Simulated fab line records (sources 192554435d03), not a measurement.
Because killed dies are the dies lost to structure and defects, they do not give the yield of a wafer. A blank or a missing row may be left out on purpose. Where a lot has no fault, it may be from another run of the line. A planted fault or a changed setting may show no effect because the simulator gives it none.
Chamber matching | flow n5_finfet | rie_diel-01 running N5_BEOL_M6_STRIP_36: 4 sister chambers
The step strips in N2/H2. 18 wafers are shown with their chamber, then 9 later ones without.

## WAFERS PAIRED WITH THEIR CHAMBERS
wafer  | chamber | throttle_valve_pct (%) | showerhead_plenum_p_Torr (Torr) | drypump_motor_current_A (A)
L074.2 | 2       | 23.4                   | 2.56                            | 5.7
L074.3 | 0       | 23.4                   | 2.42                            | 6.3
L074.5 | 1       | 23.1                   | 2.43                            | 5.8
L076.1 | 1       | 23.1                   | 2.43                            | 5.8
L076.2 | 3       | 24.0                   | 2.46                            | 5.5
L076.6 | 1       | 23.1                   | 2.43                            | 5.8
L082.2 | 3       | 24.0                   | 2.45                            | 5.5
L082.4 | 1       | 23.1                   | 2.42                            | 5.8
L082.5 | 3       | 24.0                   | 2.45                            | 5.4
L085.3 | 0       | 23.5                   | 2.41                            | 6.2
L085.4 | 1       | 23.1                   | 2.42                            | 5.8
L085.5 | 0       | 23.5                   | 2.40                            | 6.2
L089.1 | 2       | 23.4                   | 2.55                            | 5.6
L089.2 | 3       | 24.0                   | 2.45                            | 5.4
L089.6 | 3       | 24.1                   | 2.45                            | 5.5
L091.4 | 1       | 23.1                   | 2.41                            | 5.8
L091.5 | 2       | 23.5                   | 2.55                            | 5.6
L091.6 | 3       | 24.1                   | 2.44                            | 5.4

SIGNATURES (averages over the wafers above)
reading                  | chamber 0 | chamber 1 | chamber 2 | chamber 3 | scatter within a chamber
throttle_valve_pct       | 23.467    | 23.100    | 23.433    | 24.033    | 0.0436
showerhead_plenum_p_Torr | 2.4100    | 2.4233    | 2.5533    | 2.4500    | 0.00756
drypump_motor_current_A  | 6.233     | 5.800     | 5.633     | 5.450     | 0.045
Rule: a wafer's distance from a chamber is the root of the sum, over the readings, of the square of ((its reading less the chamber's mean) divided by the reading's scatter). If the next closest chamber is less than 2 further off than the closest, the wafer can't be placed; otherwise it belongs to the closest. How the scatter is found: for the shown wafers, subtract from each reading the mean of its chamber, square and add these, divide the total by (wafers less chambers), then take the root.

## WAFERS MISSING THEIR CHAMBER
wafer  | throttle_valve_pct (%) | showerhead_plenum_p_Torr (Torr) | drypump_motor_current_A (A)
L093.1 | 23.5                   | 2.55                            | 5.6
L093.2 | 23.1                   | 2.41                            | 5.8
L093.5 | 23.1                   | 2.41                            | 5.8
L095.4 | 23.5                   | 2.54                            | 5.6
L095.5 | 23.1                   | 2.41                            | 5.7
L095.6 | 23.5                   | 2.40                            | 6.3
L097.2 | 24.1                   | 2.44                            | 5.5
L097.3 | 23.5                   | 2.40                            | 6.3
L097.5 | 23.5                   | 2.54                            | 5.6

## WHICH CHAMBER EACH WENT THROUGH
wafer  | from the rows above | in truth
L093.1 | 2                   | 2
L093.2 | 1                   | 1
L093.5 | 1                   | 1
L095.4 | 2                   | 2
L095.5 | 1                   | 1
L095.6 | 0                   | 0
L097.2 | 3                   | 3
L097.3 | 0                   | 0
L097.5 | 2                   | 2
Placed correctly: 9 of 9. Number that these rows cannot place: 0. 0 placed wrongly.
